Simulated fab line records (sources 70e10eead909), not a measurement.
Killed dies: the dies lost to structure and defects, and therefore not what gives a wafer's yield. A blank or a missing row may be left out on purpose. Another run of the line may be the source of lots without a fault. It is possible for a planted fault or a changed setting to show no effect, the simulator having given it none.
A lot that was struck, set against a sound lot || flow nandHarc || 40 steps out of a route of 1159
Sound: wafers L335.2, L335.3, L335.4. Struck: wafers L343.2, L343.3 (left out: L343.1, a lot-mate that was not struck); the cause follows at the end.
Each step with rows lists, per side, the tool, then ch with its chambers, then its first start. Under that, the readings that differ: sound wafers || struck wafers || difference of the means || sigmas: that difference in standard deviations of wafers without a fault.
alike: readings with means less than 2 such deviations apart, plus words and numbers identical on both sides. not compared: withheld readings, readings lacking a value on some wafer, bounds such as >300 that could conceal the same value, and numbers that have no deviation in the record and whose values overlap.
Wherever a step has rows on one side only, a row that says differs or no value, or a row with sigmas, the two part there. Numbers that have no deviation but don't overlap get no sigmas and don't part them. A reading that every wafer of one side lacks parts them only if that side has two wafers or more.

NHARC_A_BONDPAD_OVL_MEAS_35:
  sound: overlay-01 at day 19 05:42; struck: overlay-01 at day 20 23:12
  alike: overlayXNm, overlayYNm
then, 1 step without rows for these wafers: NHARC_A_BONDPAD_HARDBAKE_10 (time 65 s).
NHARC_A_BONDPAD_DESCUM_11: chemistry O2, time 3 s.
  sound on rieDiel-07 ch 0,1,2, day 19 05:50; struck on rieDiel-03 ch 0,3, day 20 23:20
  alike: drypumpMotorCurrentA, oesProductAu, rfVppV, showerheadPlenumPTorr, throttleValvePct
  not compared: rfHoursCounterH
NHARC_A_BONDPAD_ETCH_34: etches the open film in N2/H2, target depth 60 nm, overetch 18 nm, time 65.91 s.
  sound on rieDiel-07 ch 0,2,3, day 19 05:55; struck on rieDiel-03 ch 1,3, day 20 23:30
  alike: drypumpMotorCurrentA, oesProductAu, rfVppV, showerheadPlenumPTorr, throttleValvePct
  not compared: rfHoursCounterH
NHARC_A_BONDPAD_ETCH_12: etches the open film in CHF3/O2, target depth 220 nm, time 110 s.
  sound: rieDiel-07 ch 1,2,3; struck: rieDiel-03 ch 0,1
{"reading": "rfHoursCounterH (h)", "sound": "5 5 5", "struck": "4 4", "difference": -1, "sigmas": ""}
  alike: drypumpMotorCurrentA, oesProductAu, rfVppV, showerheadPlenumPTorr, throttleValvePct
NHARC_A_BONDPAD_CD_MEAS_13:
  sound: cdSem-03 at day 19 06:09; struck: cdSem-01 at day 20 23:43
  alike: cdNm
then, 3 steps without rows for these wafers: NHARC_A_BONDPAD_STRIP_15 (strips in O2); NHARC_A_BONDPAD_ETCH_24 (etches the open film in CF4/N2, target depth 30 nm, time 72.99 s); NHARC_A_BONDPAD_STRIP_16 (strips in post etch residue remover, time 600 s).
NHARC_A_BONDPAD_DEGAS_25: time 60 s.
  sound: pvdSputter-02 at day 19 06:46; struck: pvdSputter-02 at day 21 00:21
  alike: heaterPowerW
then, 1 step without rows for these wafers: NHARC_A_BONDPAD_PRE_CLEAN_26 (time 30 s).
NHARC_A_BONDPAD_PVD_17: deposits TaN, target thk 5 nm, time 8.06 s.
  sound on pvdSputter-02; struck on pvdSputter-02
  alike: cathodeDcPowerW, throttleValvePct
NHARC_A_BONDPAD_PVD_27: deposits Cu, target thk 30 nm, time 20.49 s.
  sound: pvdSputter-02 at day 19 06:59; struck: pvdSputter-02 at day 21 00:34
  alike: cathodeDcPowerW, throttleValvePct
then, 4 steps without rows for these wafers: NHARC_A_BONDPAD_ECD_18 (material Cu, target thk 400 nm); NHARC_A_BONDPAD_ANNEAL_28 (time 90 s); NHARC_A_BONDPAD_CMP_19 (polishes, t overpolish 30 s, cu recess touch 16 s, target thk 169.8 nm); NHARC_A_BONDPAD_SRD_21 (time 30 s, dry time 20 s).
NHARC_A_BONDPAD_INSPECT_23:
  sound: defectInspect-02 at day 19 08:23; struck: defectInspect-01 at day 21 01:59
{"reading": "rawDefectCount", "sound": "449 399 402", "struck": "707 730", "difference": "+302", "sigmas": "+2"}
then, 5 steps without rows for these wafers: NHARC_HYBRID_BOND_ACTIVATE_00 (chemistry N2, time 60 s); NHARC_HYBRID_BOND_PRECLEAN_01 (cleans in DIW, time 300 s); NHARC_HYBRID_BOND_SRD_02 (time 30 s, dry time 20 s); NHARC_HYBRID_BOND_BOND_03; NHARC_HYBRID_BOND_ANNEAL_04 (time 7200 s).
NHARC_HYBRID_BOND_OVL_MEAS_05:
  rows exist in the record for the sound wafers here (overlay-01, day 19 18:48), none for the struck ones
NHARC_HYBRID_BOND_INSPECT_06: inspects for defects (ir void).
  rows exist in the record for the sound wafers here (defectInspect-02, day 19 18:51), none for the struck ones
then, 2 steps without rows for these wafers: NHARC_THIN_TSV_GRIND_00; NHARC_THIN_TSV_CMP_01 (polishes).
NHARC_THIN_TSV_THK_MEAS_02: measures by ir.
  rows exist in the record for the sound wafers here (filmMetro-01, day 19 20:28), none for the struck ones
then, 11 steps without rows for these wafers: NHARC_THIN_TSV_SRD_03; NHARC_THIN_TSV_PRECLEAN_41 (cleans in SC1); NHARC_THIN_TSV_SRD_42; NHARC_THIN_TSV_DEP_43 (deposits SiO2, target thk 1328.5 nm); NHARC_THIN_TSV_DEHYDRATE_04 (time 120 s); NHARC_THIN_TSV_HMDS_05 (time 30 s); NHARC_THIN_TSV_COAT_06; NHARC_THIN_TSV_SOFTBAKE_07 (time 95 s); NHARC_THIN_TSV_EBR_08; NHARC_THIN_TSV_EXPOSE_09 (exposes mask TSV); NHARC_THIN_TSV_PEB_10 (peb time 85 s).
NHARC_END_SORT_01:
  sound on prober-02 ch 0, day 20 18:47; struck on prober-02 ch 0, day 22 12:14
{"reading": "hold", "sound": "- - -", "struck": "awaitDispo/3.5h/release awaitDispo/3.5h/release", "difference": "no value on the sound wafers", "sigmas": ""}
{"reading": "defectLimitedYield (%)", "sound": "97.3 95.6 96.2", "struck": "0 0", "difference": -96, "sigmas": -64}
{"reading": "killedAtArray", "sound": "17 26 20", "struck": "671 671", "difference": "+650", "sigmas": "+65"}
{"reading": "killedDies", "sound": "18 30 26", "struck": "677 677", "difference": "+652", "sigmas": "+65"}
{"reading": "sort_bin_2_pct (%)", "sound": "0.9 1.2 1.2", "struck": "96.9 96.9", "difference": "+95.8", "sigmas": "+99 or more"}
{"reading": "sortNPass", "sound": "659 647 651", "struck": "0 0", "difference": -652, "sigmas": -65}
{"reading": "sortRimYieldPct (%)", "sound": "99.1 96.2 96.2", "struck": "0 0", "difference": -97, "sigmas": -32}
{"reading": "sortYieldPct (%)", "sound": "97.3 95.6 96.2", "struck": "0 0", "difference": -96, "sigmas": -64}
  alike: killedAtOther, killedAtPeriphery, killedOpen, killedShort, sort_bin_3_pct, sort_bin_4_pct

== WHERE THEY PART ==
Earliest at NHARC_A_BONDPAD_INSPECT_23; latest, in this record, at NHARC_END_SORT_01.

WHY: what had been put in by the simulator
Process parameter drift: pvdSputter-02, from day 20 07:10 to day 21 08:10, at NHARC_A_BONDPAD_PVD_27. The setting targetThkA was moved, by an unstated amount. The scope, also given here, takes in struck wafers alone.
